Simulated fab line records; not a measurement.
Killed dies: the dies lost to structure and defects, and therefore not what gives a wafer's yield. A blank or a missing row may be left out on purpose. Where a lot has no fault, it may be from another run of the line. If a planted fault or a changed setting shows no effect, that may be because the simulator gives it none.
Which tool did it? -- flow nand-harc -- 13 lots, 39 wafers sampled, at 5 steps of a route of 1159

## WHAT THE GAUGES READ, wafer by wafer
NHARC_P_BONDPAD_INSPECT_23.
lot,measured,on,raw-defect-count
L935,day 6 08:51,defect-inspect-02,331 396 319
L936,day 6 21:16,defect-inspect-01,266 358 303
L937,day 6 23:13,defect-inspect-01,291 259 302
L939,day 7 10:44,defect-inspect-02,303 236 256
L938,day 7 12:24,defect-inspect-02,371 346 294
L941,day 8 07:38,defect-inspect-01,247 341 358
L944,day 8 23:35,defect-inspect-02,312 343 383
L949,day 9 14:05,defect-inspect-01,270 263 455
L951,day 10 10:52,defect-inspect-01,256 247 165
L952,day 10 20:49,defect-inspect-01,184 251 252
L955,day 11 01:28,defect-inspect-01,305 389 217
L956,day 11 17:16,defect-inspect-02,210 191 248
L958,day 12 08:42,defect-inspect-01,327 192 353

NHARC_A_ONON_D1_THK_MEAS_05: measures by ellipsometry.
lot,measured,on,thk-nm (nm)
L935,day 7 09:53,film-metro-02,991 988 990
L936,day 7 22:02,film-metro-01,1010 1009 1006
L937,day 7 22:02,film-metro-02,1004 1006 1004
L939,day 8 14:58,film-metro-01,1005 1005 1003
L938,day 8 14:56,film-metro-02,998 1003 998
L941,day 9 09:58,film-metro-02,1008 1009 1008
L944,day 10 03:23,film-metro-02,1448 1449 1447
L949,day 10 18:16,film-metro-01,1423 1420 1420
L951,day 11 12:48,film-metro-01,991 990 990
L952,day 11 21:01,film-metro-01,993 995 993
L955,day 12 03:04,film-metro-02,1006 1005 1006
L956,day 12 20:07,film-metro-01,996 995 996
L958,day 13 12:17,film-metro-02,996 998 995

NHARC_END_SORT_01.
lot,measured,on,killed-at-array,killed-at-other,killed-at-periphery,killed-dies,killed-open,killed-short
L944,day 21 19:04,prober-01,672 669 673,1 0 0,4 8 4,677 677 677,3 9 3,0 2 3
L949,day 22 04:14,prober-01,677 675 677,0 0 0,0 2 0,677 677 677,5 1 3,2 3 4
L952,day 23 16:43,prober-02,19 19 10,1 1 1,3 2 3,23 22 14,6 7 2,2 3 1

## WHICH TOOL RAN EACH LOT (tool, then ch and the chambers of the sampled wafers, then the start)
lot,NHARC_P_BONDPAD_ANNEAL_28,NHARC_A_ONON_D1_DEP_03
L935,"rtp-anneal-02 ch 0, day 6 07:59","pecvd-onon-02 ch 0, day 7 09:23"
L936,"rtp-anneal-02 ch 0, day 6 20:23","pecvd-onon-01 ch 0, day 7 21:32"
L937,"rtp-anneal-01 ch 0, day 6 22:07","pecvd-onon-02 ch 0, day 7 21:35"
L939,"rtp-anneal-01 ch 0, day 7 09:50","pecvd-onon-02 ch 0, day 8 14:27"
L938,"rtp-anneal-02 ch 0, day 7 11:32","pecvd-onon-01 ch 0, day 8 14:25"
L941,"rtp-anneal-02 ch 0, day 8 06:51","pecvd-onon-03 ch 0, day 9 09:35"
L944,"rtp-anneal-01 ch 0, day 8 22:41","pecvd-onon-02 ch 0, day 10 02:52"
L949,"rtp-anneal-01 ch 0, day 9 13:15","pecvd-onon-02 ch 0, day 10 17:48"
L951,"rtp-anneal-01 ch 0, day 10 10:05","pecvd-onon-03 ch 0, day 11 12:24"
L952,"rtp-anneal-01 ch 0, day 10 20:00","pecvd-onon-03 ch 0, day 11 20:34"
L955,"rtp-anneal-01 ch 0, day 11 00:36","pecvd-onon-01 ch 0, day 12 02:33"
L956,"rtp-anneal-01 ch 0, day 11 16:30","pecvd-onon-01 ch 0, day 12 19:43"
L958,"rtp-anneal-01 ch 0, day 12 07:53","pecvd-onon-01 ch 0, day 13 11:50"
- NHARC_P_BONDPAD_ANNEAL_28: time 90 s.
- NHARC_A_ONON_D1_DEP_03: target thk 1000 nm.

## WHAT THE TOOLS THEMSELVES READ (means of the sampled wafers that have a number; where no wafer has one, the mark that the record gives instead)
NHARC_P_BONDPAD_ANNEAL_28.
lot,tool,wafer_temp_C_max
L935,rtp-anneal-02,225.83
L936,rtp-anneal-02,225.63
L937,rtp-anneal-01,225.91
L939,rtp-anneal-01,226.27
L938,rtp-anneal-02,225.74
L941,rtp-anneal-02,225.72
L944,rtp-anneal-01,226.22
L949,rtp-anneal-01,225.96
L951,rtp-anneal-01,225.98
L952,rtp-anneal-01,225.99
L955,rtp-anneal-01,226.20
L956,rtp-anneal-01,226.10
L958,rtp-anneal-01,226.18

NHARC_A_ONON_D1_DEP_03.
lot,tool,nh3-flow-sccm (sccm)
L935,pecvd-onon-02,500.0
L936,pecvd-onon-01,498.6
L937,pecvd-onon-02,501.1
L939,pecvd-onon-02,500.4
L938,pecvd-onon-01,498.3
L941,pecvd-onon-03,499.1
L944,pecvd-onon-02,501.2
L949,pecvd-onon-02,501.7
L951,pecvd-onon-03,501.0
L952,pecvd-onon-03,498.8
L955,pecvd-onon-01,499.1
L956,pecvd-onon-01,499.5
L958,pecvd-onon-01,501.3

## THE ANSWER, worked out from the rows above alone
Rule: the usual values come from the lots themselves. Put in order of their means at a reading, lots are off if they are a third of the lots or fewer, leave a main group of 4 or more, and stand apart from it by a gap of 3 or more times the standard deviation of the main group's means; of several such gaps the widest counts. Not used: any main group whose means are identical at the precision the tables above print for the reading. A lot without any number at a reading at which 4 lots or more have one is off too. Any other lot the step has rows for is counted as sound. The gauges are gone through in route order, then the tools' own readings, and for those a lot's mean is taken as printed above. At the first step where some lot is off, the reading lying furthest off is the one used; lots without a number count as furthest.
Off, at NHARC_A_ONON_D1_THK_MEAS_05 on thk-nm: L944, L949. The main group has a mean of 1000 nm with a standard deviation of 6.6.
If a tool, at a process step before that reading, ran all the lots that are off and no sound lot after the first of them, it fits. Gauges at NHARC_A_ONON_D1_THK_MEAS_05: tried the same way as those tools. One fits: NHARC_A_ONON_D1_DEP_03 on pecvd-onon-02. Its last sound lot is L939 (day 8 14:27), its first lot that is off L944 (day 10 02:52): a fault that began between those two fits.

## WHAT WAS PUT IN BY THE SIMULATOR
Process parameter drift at NHARC_A_ONON_D1_DEP_03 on pecvd-onon-02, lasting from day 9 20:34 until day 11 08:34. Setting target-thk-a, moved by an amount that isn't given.
Lots struck among those shown: L944, L949. The rule given above showed the same thing.
